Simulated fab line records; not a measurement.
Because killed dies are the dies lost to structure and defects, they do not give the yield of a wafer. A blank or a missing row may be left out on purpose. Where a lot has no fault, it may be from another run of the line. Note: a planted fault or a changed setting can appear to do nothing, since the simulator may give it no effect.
Which tool did it? || flow n5Finfet || 9 lots with 27 wafers sampled at 5 steps, on a route of 1938 steps

== WHAT EACH GAUGE READ, for each wafer ==
N5_BEOL_M4_RC_MEAS_101.
{"lot": "L434", "measured": "day 8 02:20", "on": "prober-01", "DIBL_N (mV/V)": "35.1 34.4 34.1", "DIBL_P (mV/V)": "35.1 34.7 33.3", "IOFF_N (nA/um)": "0.140 0.130 0.114", "IOFF_N_85C (nA/um)": "2.7 2.5 2.3", "IOFF_N_LIN (nA/um)": "0.066 0.063 0.056", "IOFF_N_LONG (nA/um)": "5.3e-05 5.23e-05 5.15e-05", "IOFF_P (nA/um)": "0.18 0.18 0.16", "ION_N (uA/um)": "670 663 656", "ION_P (uA/um)": "458 461 449", "SS_N (mV/dec)": "71.4 70.9 71.2", "SS_P (mV/dec)": "73.4 73.1 72.0", "VT_N (mV)": "250.7 255.0 254.7", "VT_N_LONG (mV)": "276.2 273.5 276.1", "VT_N_LVT (mV)": "102.4 103.4 106.9", "VT_P (mV)": "-254 -254 -255"}
{"lot": "L437", "measured": "day 9 00:47", "on": "prober-02", "DIBL_N (mV/V)": "37.8 37.4 35.7", "DIBL_P (mV/V)": "36.5 37.5 34.7", "IOFF_N (nA/um)": "0.156 0.165 0.122", "IOFF_N_85C (nA/um)": "3.0 3.2 2.5", "IOFF_N_LIN (nA/um)": "0.070 0.075 0.058", "IOFF_N_LONG (nA/um)": "5.54e-05 5.47e-05 5.48e-05", "IOFF_P (nA/um)": "0.20 0.21 0.17", "ION_N (uA/um)": "672 676 653", "ION_P (uA/um)": "455 462 452", "SS_N (mV/dec)": "70.3 71.3 70.5", "SS_P (mV/dec)": "73.7 73.5 72.9", "VT_N (mV)": "252.7 248.5 254.3", "VT_N_LONG (mV)": "276.3 277.1 275.8", "VT_N_LVT (mV)": "98.5 95.9 101.2", "VT_P (mV)": "-250 -248 -253"}
{"lot": "L439", "measured": "day 9 19:01", "on": "prober-01", "DIBL_N (mV/V)": "34.9 34.2 36.7", "DIBL_P (mV/V)": "34.8 34.6 37.9", "IOFF_N (nA/um)": "0.129 0.121 0.165", "IOFF_N_85C (nA/um)": "2.6 2.5 3.2", "IOFF_N_LIN (nA/um)": "0.063 0.061 0.078", "IOFF_N_LONG (nA/um)": "5.67e-05 5.6e-05 5.5e-05", "IOFF_P (nA/um)": "0.20 0.19 0.25", "ION_N (uA/um)": "673 665 685", "ION_P (uA/um)": "465 461 474", "SS_N (mV/dec)": "71.5 71.3 72.1", "SS_P (mV/dec)": "73.4 72.7 73.2", "VT_N (mV)": "255.7 254.4 248.9", "VT_N_LONG (mV)": "275.1 274.9 273.4", "VT_N_LVT (mV)": "101.6 103.5 99.1", "VT_P (mV)": "-249 -251 -245"}
{"lot": "L440", "measured": "day 9 20:32", "on": "prober-01", "DIBL_N (mV/V)": "37.5 39.8 36.0", "DIBL_P (mV/V)": "36.6 38.7 34.4", "IOFF_N (nA/um)": "0.156 0.211 0.128", "IOFF_N_85C (nA/um)": "3.1 3.9 2.6", "IOFF_N_LIN (nA/um)": "0.072 0.091 0.059", "IOFF_N_LONG (nA/um)": "5.23e-05 5.32e-05 5.3e-05", "IOFF_P (nA/um)": "0.18 0.21 0.16", "ION_N (uA/um)": "666 682 651", "ION_P (uA/um)": "452 453 437", "SS_N (mV/dec)": "71.0 72.3 71.1", "SS_P (mV/dec)": "73.1 73.9 73.0", "VT_N (mV)": "250.0 246.5 256.1", "VT_N_LONG (mV)": "275.4 276.0 277.0", "VT_N_LVT (mV)": "97.7 93.5 101.8", "VT_P (mV)": "-257 -255 -259"}
{"lot": "L443", "measured": "day 10 11:46", "on": "prober-01", "DIBL_N (mV/V)": "34.9 36.5 38.2", "DIBL_P (mV/V)": "35.8 37.3 39.0", "IOFF_N (nA/um)": "0.142 0.175 0.209", "IOFF_N_85C (nA/um)": "2.8 3.3 3.8", "IOFF_N_LIN (nA/um)": "0.070 0.082 0.095", "IOFF_N_LONG (nA/um)": "5.85e-05 5.94e-05 6.02e-05", "IOFF_P (nA/um)": "0.19 0.20 0.25", "ION_N (uA/um)": "671 691 705", "ION_P (uA/um)": "463 464 474", "SS_N (mV/dec)": "70.5 70.8 72.8", "SS_P (mV/dec)": "73.5 73.8 73.6", "VT_N (mV)": "251.0 245.7 246.5", "VT_N_LONG (mV)": "269.3 272.3 273.6", "VT_N_LVT (mV)": "97.8 94.5 93.2", "VT_P (mV)": "-250 -251 -246"}
{"lot": "L446", "measured": "day 11 15:15", "on": "prober-01", "DIBL_N (mV/V)": "36.2 39.3 38.4", "DIBL_P (mV/V)": "37.1 40.7 39.7", "IOFF_N (nA/um)": "0.157 0.232 0.198", "IOFF_N_85C (nA/um)": "3.1 4.3 3.8", "IOFF_N_LIN (nA/um)": "0.075 0.101 0.089", "IOFF_N_LONG (nA/um)": "5.73e-05 6.07e-05 5.87e-05", "IOFF_P (nA/um)": "0.25 0.31 0.31", "ION_N (uA/um)": "685 699 686", "ION_P (uA/um)": "473 480 474", "SS_N (mV/dec)": "70.6 72.4 71.0", "SS_P (mV/dec)": "73.1 74.5 74.5", "VT_N (mV)": "247.2 243.7 244.2", "VT_N_LONG (mV)": "273.8 271.2 272.8", "VT_N_LVT (mV)": "98.0 93.3 96.6", "VT_P (mV)": "-246 -241 -240"}
{"lot": "L448", "measured": "day 12 12:49", "on": "prober-02", "DIBL_N (mV/V)": "36.2 35.3 35.5", "DIBL_P (mV/V)": "35.3 34.9 35.6", "IOFF_N (nA/um)": "0.141 0.142 0.138", "IOFF_N_85C (nA/um)": "2.8 2.8 2.7", "IOFF_N_LIN (nA/um)": "0.066 0.067 0.065", "IOFF_N_LONG (nA/um)": "5.48e-05 5.38e-05 5.4e-05", "IOFF_P (nA/um)": "0.18 0.18 0.18", "ION_N (uA/um)": "677 668 685", "ION_P (uA/um)": "464 460 457", "SS_N (mV/dec)": "70.7 71.1 71.1", "SS_P (mV/dec)": "73.0 72.6 73.1", "VT_N (mV)": "250.3 249.4 251.5", "VT_N_LONG (mV)": "275.7 275.1 274.9", "VT_N_LVT (mV)": "100.7 99.1 100.8", "VT_P (mV)": "-253 -252 -254"}
{"lot": "L449", "measured": "day 12 15:55", "on": "prober-01", "DIBL_N (mV/V)": "36.6 37.2 35.2", "DIBL_P (mV/V)": "37.1 37.6 36.7", "IOFF_N (nA/um)": "0.172 0.176 0.064", "IOFF_N_85C (nA/um)": "3.2 3.3 1.4", "IOFF_N_LIN (nA/um)": "0.075 0.076 0.031", "IOFF_N_LONG (nA/um)": "5.34e-05 5.2e-05 3.17e-05", "IOFF_P (nA/um)": "0.21 0.22 0.25", "ION_N (uA/um)": "666 669 623", "ION_P (uA/um)": "463 458 471", "SS_N (mV/dec)": "72.4 72.7 71.5", "SS_P (mV/dec)": "72.5 74.3 73.6", "VT_N (mV)": "249.4 250.6 274.7", "VT_N_LONG (mV)": "277.0 278.0 298.6", "VT_N_LVT (mV)": "99.7 99.3 124.3", "VT_P (mV)": "-252 -252 -246"}
{"lot": "L451", "measured": "day 12 12:52", "on": "prober-01", "DIBL_N (mV/V)": "37.6 35.3 34.3", "DIBL_P (mV/V)": "39.8 38.0 36.5", "IOFF_N (nA/um)": "0.205 0.153 0.060", "IOFF_N_85C (nA/um)": "3.8 3.0 1.4", "IOFF_N_LIN (nA/um)": "0.087 0.071 0.028", "IOFF_N_LONG (nA/um)": "5.35e-05 5.3e-05 3.33e-05", "IOFF_P (nA/um)": "0.24 0.21 0.23", "ION_N (uA/um)": "676 669 610", "ION_P (uA/um)": "460 462 468", "SS_N (mV/dec)": "72.9 71.9 71.9", "SS_P (mV/dec)": "74.1 74.0 73.4", "VT_N (mV)": "246.6 252.0 275.3", "VT_N_LONG (mV)": "276.3 277.6 301.0", "VT_N_LVT (mV)": "95.8 99.3 122.8", "VT_P (mV)": "-249 -251 -247"}

== TOOL THAT RAN EACH LOT (tool first, then ch and the chambers of the sampled wafers, then the start) ==
{"lot": "L434", "N5_HKMG_FIN_NWFM_ALD_20": "aldMetal-04 ch 2,3, day 4 18:41", "N5_HKMG_FIN_ETCHBACK_68": "rieMetal-01 ch 0,1, day 4 19:20", "N5_HKMG_FIN_STRIP_69": "plasmaAsher-01 ch 0,1, day 4 19:31", "N5_HKMG_FIN_ALD_21": "aldMetal-02 ch 1,2,3, day 4 19:55"}
{"lot": "L437", "N5_HKMG_FIN_NWFM_ALD_20": "aldMetal-04 ch 0,2,3, day 5 11:03", "N5_HKMG_FIN_ETCHBACK_68": "rieMetal-02 ch 0,1, day 5 11:44", "N5_HKMG_FIN_STRIP_69": "plasmaAsher-02 ch 0,1, day 5 11:52", "N5_HKMG_FIN_ALD_21": "aldMetal-02 ch 0,1, day 5 12:15"}
{"lot": "L439", "N5_HKMG_FIN_NWFM_ALD_20": "aldMetal-04 ch 2,3, day 6 05:57", "N5_HKMG_FIN_ETCHBACK_68": "rieMetal-03 ch 0,1, day 6 06:38", "N5_HKMG_FIN_STRIP_69": "plasmaAsher-02 ch 0,1, day 6 06:52", "N5_HKMG_FIN_ALD_21": "aldMetal-02 ch 1,3, day 6 07:08"}
{"lot": "L440", "N5_HKMG_FIN_NWFM_ALD_20": "aldMetal-01 ch 1,2,3, day 6 06:07", "N5_HKMG_FIN_ETCHBACK_68": "rieMetal-01 ch 0,1, day 6 06:46", "N5_HKMG_FIN_STRIP_69": "plasmaAsher-01 ch 0,1, day 6 06:54", "N5_HKMG_FIN_ALD_21": "aldMetal-01 ch 0,1,3, day 6 07:17"}
{"lot": "L443", "N5_HKMG_FIN_NWFM_ALD_20": "aldMetal-01 ch 0,1,3, day 6 21:28", "N5_HKMG_FIN_ETCHBACK_68": "rieMetal-01 ch 0,1, day 6 22:10", "N5_HKMG_FIN_STRIP_69": "plasmaAsher-01 ch 0,1, day 6 22:23", "N5_HKMG_FIN_ALD_21": "aldMetal-01 ch 0,3, day 6 22:38"}
{"lot": "L446", "N5_HKMG_FIN_NWFM_ALD_20": "aldMetal-01 ch 0,1,3, day 7 15:54", "N5_HKMG_FIN_ETCHBACK_68": "rieMetal-03 ch 0,1, day 7 16:37", "N5_HKMG_FIN_STRIP_69": "plasmaAsher-02 ch 0,1, day 7 16:46", "N5_HKMG_FIN_ALD_21": "aldMetal-02 ch 1,2,3, day 7 17:09"}
{"lot": "L448", "N5_HKMG_FIN_NWFM_ALD_20": "aldMetal-04 ch 0,1, day 8 06:31", "N5_HKMG_FIN_ETCHBACK_68": "rieMetal-03 ch 0,1, day 8 07:11", "N5_HKMG_FIN_STRIP_69": "plasmaAsher-02 ch 1, day 8 07:20", "N5_HKMG_FIN_ALD_21": "aldMetal-02 ch 1,3, day 8 07:43"}
{"lot": "L449", "N5_HKMG_FIN_NWFM_ALD_20": "aldMetal-01 ch 0,1,2, day 8 12:20", "N5_HKMG_FIN_ETCHBACK_68": "rieMetal-03 ch 0,1, day 8 13:02", "N5_HKMG_FIN_STRIP_69": "plasmaAsher-02 ch 0,1, day 8 13:16", "N5_HKMG_FIN_ALD_21": "aldMetal-01 ch 2,3, day 8 13:32"}
{"lot": "L451", "N5_HKMG_FIN_NWFM_ALD_20": "aldMetal-01 ch 0,1,3, day 9 00:16", "N5_HKMG_FIN_ETCHBACK_68": "rieMetal-03 ch 0, day 9 00:56", "N5_HKMG_FIN_STRIP_69": "plasmaAsher-01 ch 0,1, day 9 01:04", "N5_HKMG_FIN_ALD_21": "aldMetal-01 ch 1,2, day 9 01:27"}
- N5_HKMG_FIN_NWFM_ALD_20: deposits TiAlC, target thk 2 nm, pulse time 3 s, purge time 2 s.
- N5_HKMG_FIN_ETCHBACK_68: etches the open film in Cl2/Ar, stops on HfO2, target depth 0.5 nm.
- N5_HKMG_FIN_STRIP_69: strips in N2/H2, time 360 s.
- N5_HKMG_FIN_ALD_21: deposits TiN, target thk 1.5 nm, pulse time 1 s, purge time 3 s.

== WHAT THE TOOLS THEMSELVES READ (means of the sampled wafers that have a number; where no wafer has one, the mark that the record gives instead) ==
N5_HKMG_FIN_NWFM_ALD_20.
{"lot": "L434", "tool": "aldMetal-04", "heaterPowerW (W)": 467, "precursorPulseHeightRel": 0.987, "susceptorTempC (C)": 300.00}
{"lot": "L437", "tool": "aldMetal-04", "heaterPowerW (W)": 475, "precursorPulseHeightRel": 0.983, "susceptorTempC (C)": 300.13}
{"lot": "L439", "tool": "aldMetal-04", "heaterPowerW (W)": 484, "precursorPulseHeightRel": 0.998, "susceptorTempC (C)": 300.08}
{"lot": "L440", "tool": "aldMetal-01", "heaterPowerW (W)": 504, "precursorPulseHeightRel": 1.019, "susceptorTempC (C)": 299.95}
{"lot": "L443", "tool": "aldMetal-01", "heaterPowerW (W)": 485, "precursorPulseHeightRel": 1.000, "susceptorTempC (C)": 299.86}
{"lot": "L446", "tool": "aldMetal-01", "heaterPowerW (W)": 483, "precursorPulseHeightRel": 1.008, "susceptorTempC (C)": 299.88}
{"lot": "L448", "tool": "aldMetal-04", "heaterPowerW (W)": 510, "precursorPulseHeightRel": 1.015, "susceptorTempC (C)": 300.12}
{"lot": "L449", "tool": "aldMetal-01", "heaterPowerW (W)": 498, "precursorPulseHeightRel": 1.013, "susceptorTempC (C)": 295.63}
{"lot": "L451", "tool": "aldMetal-01", "heaterPowerW (W)": 472, "precursorPulseHeightRel": 1.005, "susceptorTempC (C)": 295.86}

N5_HKMG_FIN_ETCHBACK_68.
{"lot": "L434", "tool": "rieMetal-01", "biasW (W)": 60.17, "drypumpMotorCurrentA (A)": 6.26, "oes_ar_750_au (a.u.)": 0.72, "oesProductAu (a.u.)": 0.73, "throttleValvePct (%)": 20.79}
{"lot": "L437", "tool": "rieMetal-02", "biasW (W)": 59.98, "drypumpMotorCurrentA (A)": 5.67, "oes_ar_750_au (a.u.)": 0.60, "oesProductAu (a.u.)": 0.60, "throttleValvePct (%)": 21.12}
{"lot": "L439", "tool": "rieMetal-03", "biasW (W)": 60.03, "drypumpMotorCurrentA (A)": 6.03, "oes_ar_750_au (a.u.)": 0.73, "oesProductAu (a.u.)": 0.74, "throttleValvePct (%)": 20.87}
{"lot": "L440", "tool": "rieMetal-01", "biasW (W)": 60.29, "drypumpMotorCurrentA (A)": 6.24, "oes_ar_750_au (a.u.)": 0.72, "oesProductAu (a.u.)": 0.73, "throttleValvePct (%)": 20.81}
{"lot": "L443", "tool": "rieMetal-01", "biasW (W)": 60.03, "drypumpMotorCurrentA (A)": 6.24, "oes_ar_750_au (a.u.)": 0.72, "oesProductAu (a.u.)": 0.72, "throttleValvePct (%)": 20.80}
{"lot": "L446", "tool": "rieMetal-03", "biasW (W)": 59.90, "drypumpMotorCurrentA (A)": 6.09, "oes_ar_750_au (a.u.)": 0.66, "oesProductAu (a.u.)": 0.67, "throttleValvePct (%)": 20.93}
{"lot": "L448", "tool": "rieMetal-03", "biasW (W)": 59.99, "drypumpMotorCurrentA (A)": 6.03, "oes_ar_750_au (a.u.)": 0.71, "oesProductAu (a.u.)": 0.72, "throttleValvePct (%)": 20.89}
{"lot": "L449", "tool": "rieMetal-03", "biasW (W)": 60.16, "drypumpMotorCurrentA (A)": 6.04, "oes_ar_750_au (a.u.)": 0.72, "oesProductAu (a.u.)": 0.73, "throttleValvePct (%)": 20.90}
{"lot": "L451", "tool": "rieMetal-03", "biasW (W)": 59.95, "drypumpMotorCurrentA (A)": 6.13, "oes_ar_750_au (a.u.)": 0.60, "oesProductAu (a.u.)": 0.61, "throttleValvePct (%)": 20.96}

N5_HKMG_FIN_STRIP_69.
{"lot": "L434", "tool": "plasmaAsher-01", "drypumpMotorCurrentA (A)": 5.8, "heaterPowerW (W)": 462, "tempC (C)": 299.97}
{"lot": "L437", "tool": "plasmaAsher-02", "drypumpMotorCurrentA (A)": 6.1, "heaterPowerW (W)": 570, "tempC (C)": 300.14}
{"lot": "L439", "tool": "plasmaAsher-02", "drypumpMotorCurrentA (A)": 5.9, "heaterPowerW (W)": 561, "tempC (C)": 300.11}
{"lot": "L440", "tool": "plasmaAsher-01", "drypumpMotorCurrentA (A)": 5.4, "heaterPowerW (W)": 448, "tempC (C)": 300.11}
{"lot": "L443", "tool": "plasmaAsher-01", "drypumpMotorCurrentA (A)": 5.3, "heaterPowerW (W)": 450, "tempC (C)": 300.23}
{"lot": "L446", "tool": "plasmaAsher-02", "drypumpMotorCurrentA (A)": 6.1, "heaterPowerW (W)": 572, "tempC (C)": 300.27}
{"lot": "L448", "tool": "plasmaAsher-02", "drypumpMotorCurrentA (A)": 6.4, "heaterPowerW (W)": 596, "tempC (C)": 300.12}
{"lot": "L449", "tool": "plasmaAsher-02", "drypumpMotorCurrentA (A)": 5.9, "heaterPowerW (W)": 567, "tempC (C)": 299.87}
{"lot": "L451", "tool": "plasmaAsher-01", "drypumpMotorCurrentA (A)": 5.8, "heaterPowerW (W)": 451, "tempC (C)": 299.89}

N5_HKMG_FIN_ALD_21.
{"lot": "L434", "tool": "aldMetal-02", "heaterPowerW (W)": 892, "precursorPulseHeightRel": 1.002, "susceptorTempC (C)": 400.15}
{"lot": "L437", "tool": "aldMetal-02", "heaterPowerW (W)": 885, "precursorPulseHeightRel": 0.993, "susceptorTempC (C)": 400.21}
{"lot": "L439", "tool": "aldMetal-02", "heaterPowerW (W)": 878, "precursorPulseHeightRel": 0.991, "susceptorTempC (C)": 400.08}
{"lot": "L440", "tool": "aldMetal-01", "heaterPowerW (W)": 867, "precursorPulseHeightRel": 1.009, "susceptorTempC (C)": 400.14}
{"lot": "L443", "tool": "aldMetal-01", "heaterPowerW (W)": 841, "precursorPulseHeightRel": 1.011, "susceptorTempC (C)": 399.81}
{"lot": "L446", "tool": "aldMetal-02", "heaterPowerW (W)": 886, "precursorPulseHeightRel": 1.004, "susceptorTempC (C)": 400.01}
{"lot": "L448", "tool": "aldMetal-02", "heaterPowerW (W)": 894, "precursorPulseHeightRel": 1.009, "susceptorTempC (C)": 400.07}
{"lot": "L449", "tool": "aldMetal-01", "heaterPowerW (W)": 865, "precursorPulseHeightRel": 1.009, "susceptorTempC (C)": 400.01}
{"lot": "L451", "tool": "aldMetal-01", "heaterPowerW (W)": 933, "precursorPulseHeightRel": 1.003, "susceptorTempC (C)": 400.04}

== THE ANSWER, worked out from the rows above alone ==
Rule: what is usual is taken from the lots themselves. Put in order of their means at a reading, lots are off if they are a third of the lots or fewer, leave a main group of 4 or more, and stand apart from it by a gap of 3 or more times the standard deviation of the main group's means; of several such gaps the widest counts. The tables above print the reading to a certain number of digits; a main group whose means all agree to those digits is not used. Also off: a lot with no number at a reading for which 4 or more lots have one. The other lots that the step has rows for count as sound. The gauges are gone through in route order, then the tools' own readings, and for those a lot's mean is taken as printed above. At the first step where some lot is off, the reading lying furthest off is the one used; lots without a number count as furthest.
Off: L449, L451, seen at N5_BEOL_M4_RC_MEAS_101 (VT_N_LONG). The main group: mean 274.5 mV, standard deviation 1.6.
If a tool, at a process step before that reading, ran all the lots that are off and no sound lot after the first of them, it fits. The gauges at N5_BEOL_M4_RC_MEAS_101 aren't tried: what is off there is off at N5_HKMG_FIN_NWFM_ALD_20 too, on other tools, and a gauge's error can't cause that. This does not decide it: 2 tools fit, namely aldMetal-01 at N5_HKMG_FIN_NWFM_ALD_20 and N5_HKMG_FIN_ALD_21 and rieMetal-03 at N5_HKMG_FIN_ETCHBACK_68.

== WHAT HAD BEEN PUT IN BY THE SIMULATOR ==
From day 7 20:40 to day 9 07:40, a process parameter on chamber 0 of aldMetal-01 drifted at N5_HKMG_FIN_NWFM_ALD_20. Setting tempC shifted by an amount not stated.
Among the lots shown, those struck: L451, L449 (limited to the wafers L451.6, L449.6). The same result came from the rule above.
